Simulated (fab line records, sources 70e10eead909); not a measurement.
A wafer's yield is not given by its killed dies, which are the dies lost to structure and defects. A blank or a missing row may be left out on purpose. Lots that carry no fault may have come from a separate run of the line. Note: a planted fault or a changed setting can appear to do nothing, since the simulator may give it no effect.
fab line records	flow nand_harc
record lots=7	wafers=18	last_day=32
route steps=1302 shown P_START@1 P_ZERO_WELL@2
lots that met no fault: from a run of the same line without faults
start_h: the number of hours between the record's first day and the start of the first shown wafer of the lot	wait_h: hours elapsed since this lot's preceding step	" identical to the entry in the row above	L1.1+2: several wafers, shown together as one row	- either no value or no given start	* or withheld: withheld	< > ~ a bound
route shown NAME@n: names a module that has steps shown in the file, with the first one's number in the route	usual: mean/standard deviation of fault-free wafers	same: alike in all rows	chamber/n: place in a boat	sites: readings site by site	_std_site: the values' standard deviation	_edge_site: the outer-site mean with the inner-site mean subtracted	radius_mm: how far each site lies from the wafer's centre	mask NAME#n: copy n	behind: tool/chamber where the wafer was last shaped	hold: the reason the lot was held/the length of the hold in hours/how it ended	device: the transistor (n, p or np) that didn't switch	end of line: the route-end tests of the same wafers	for a step that has no rows: nothing shown but its recipe	killed: dies lost to structure and defects at the first sort, not the wafer's yield	map: a wafer's dies, x killed, . not, _ none there
set.NAME: the setting that was run; set.NAME@STEP: the one run at that earlier step	model.NAME: the simulator's own value behind a step, which no gauge read
lots seen at some steps along the route; tables by step, rows by wafer
services: a tool's chamber out of use, with start hour (start_h, from the record's first day; less than 0 if before it), hours out, and reason
## steps
# step NHARC_P_START_INSPECT_01
# usual raw_defect_count=3.4/1.9
lot.wafer	tool	chamber	start_h	wait_h	raw_defect_count
L278.1	defect_inspect-01	-	20.04	-	2
L278.4	"	-	"	"	2
L278.5	"	-	"	"	3
L280.1	defect_inspect-02	-	40.04	-	1
L280.2	"	-	"	"	5
L280.4	"	-	"	"	4
L291.2	defect_inspect-01	-	150.05	-	5
L291.3	"	-	"	"	1
L292.2	defect_inspect-02	-	160.04	-	4
L292.6	"	-	"	"	4
L294.3	defect_inspect-01	-	180.04	-	4
L294.5	"	-	"	"	3
L295.1	defect_inspect-02	-	190.04	-	6
L295.3	"	-	"	"	1
L295.6	"	-	"	"	5
L296.1	defect_inspect-02	-	200.03	-	7
L296.3	"	-	"	"	3
L296.4	"	-	"	"	2
# step NHARC_P_ZERO_WELL_PRECLEAN_00
# recipe time_s=600	temp_c=120	chemistry=SPM
# step NHARC_P_ZERO_WELL_SRD_01
# step NHARC_P_ZERO_WELL_PECVD_02
# recipe target_thk_a=100	temp_c=400	pressure_torr=6.5	rf_w=withheld	teos_flow_sccm=withheld	flow_sccm=2650	target_thk_nm=10	gas=O2	material=SiO2
# step NHARC_P_ZERO_WELL_DEHYDRATE_03
# recipe temp_c=150	time_s=120
# step NHARC_P_ZERO_WELL_HMDS_04
# recipe time_s=30
# step NHARC_P_ZERO_WELL_COAT_64
# recipe temp_c=200	time_s=65
# step NHARC_P_ZERO_WELL_COAT_05
# recipe spin_rpm=2000	resist_thk_nm=600
# step NHARC_P_ZERO_WELL_SOFTBAKE_06
# recipe temp_c=125	time_s=70
# step NHARC_P_ZERO_WELL_EBR_07
# step NHARC_P_ZERO_WELL_EXPOSE_08
# recipe na=0.55	target_cd_nm=500	dose_mj=33.8	mask_id=P_ZERO
# step NHARC_P_ZERO_WELL_PEB_09
# recipe peb_temp_c=128	peb_time_s=80
# usual chill_plate_temp_C=23.01/0.11	heater_power_total_W=189.7/0.77
lot.wafer	tool	chamber	start_h	wait_h	chill_plate_temp_C	heater_power_total_W
L278.1	litho_track-07	0	21.15	0.1	23.03	189.2
L278.4	"	0	"	"	22.91	190.5
L278.5	"	0	"	"	22.88	190.0
L280.1	litho_track-05	0	41.16	0.1	22.92	189.8
L280.2	"	0	"	"	22.86	190.1
L280.4	"	0	"	"	22.99	190.3
L291.2	litho_track-05	0	151.03	0.1	22.99	189.6
L291.3	"	0	"	"	22.94	239.9
L292.2	litho_track-05	0	161.15	0.1	23.04	188.6
L292.6	"	0	"	"	23.03	239.7
L294.3	litho_track-05	0	181.16	0.1	23.08	241.2
L294.5	"	0	"	"	23.17	189.5
L295.1	litho_track-07	0	191.03	0.1	23.03	190.7
L295.3	"	0	"	"	22.92	190.9
L295.6	"	0	"	"	23.02	189.4
L296.1	litho_track-07	0	201.15	0.1	23.03	190.2
L296.3	"	0	"	"	22.98	188.7
L296.4	"	0	"	"	23.04	189.7
# step NHARC_P_ZERO_WELL_DEVELOP_10
# recipe time_s=50	dev_temp_c=22
# step NHARC_P_ZERO_WELL_CD_MEAS_11
# recipe target_cd_nm=500	landing_energy_ev=500
# usual cd_nm=499.3/2.1
lot.wafer	tool	chamber	start_h	wait_h	cd_nm
L278.1	cd_sem-02	0	21.25	-	498.1
L278.4	"	0	"	"	497.0
L278.5	"	0	"	"	499.0
L280.1	cd_sem-01	0	41.24	-	502.7
L280.2	"	0	"	"	501.9
L280.4	"	0	"	"	497.7
L291.2	cd_sem-01	0	151.12	-	497.4
L291.3	"	0	"	"	478.4
L292.2	cd_sem-03	0	161.23	-	499.8
L292.6	"	0	"	"	479.8
L294.3	cd_sem-02	0	181.25	-	478.1
L294.5	"	0	"	"	498.8
L295.1	cd_sem-03	0	191.12	-	501.3
L295.3	"	0	"	"	497.1
L295.6	"	0	"	"	500.8
L296.1	cd_sem-02	0	201.24	-	498.7
L296.3	"	0	"	"	499.4
L296.4	"	0	"	"	497.8
# step NHARC_P_ZERO_WELL_HARDBAKE_12
# recipe temp_c=118	time_s=65
## services
tool	chamber	start_h	hours	kind
litho_track-07	-	76.00	7.0	pm
litho_track-05	-	124.00	7.0	pm
litho_track-07	-	176.39	-	consumable_replace:filter
## key
first_sign step=NHARC_P_ZERO_WELL_PEB_09	reading=heater_power_total_W	direction=up	sigmas=66	usual=*	struck=*
effect step=NHARC_P_ZERO_WELL_CD_MEAS_11	reading=cd_nm	direction=down	sigmas=10	usual=499.3	struck=478.8
met_at NHARC_P_ZERO_WELL_PEB_09
struck_wafers L291.3,L292.6,L294.3
tester_left_out L291,L292,L294
onset_between 41.16 151.03
fault kind=process_parameter_drift	tool=litho_track-05	chamber=-	onset_h=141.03	steps=NHARC_P_ZERO_WELL_PEB_09	channel=peb_time_s	offset=*	shape=step	end_h=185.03	scope=struck_wafers_only	acts_in=*	stated=*
# tester_left_out: of these lots the tester's yield and bins aren't shown, on N5 and GAA mostly nor the transistor test; their killed dies are dies lost to structure and defects alone, not to doping, threshold or leakage, so they don't give the yield
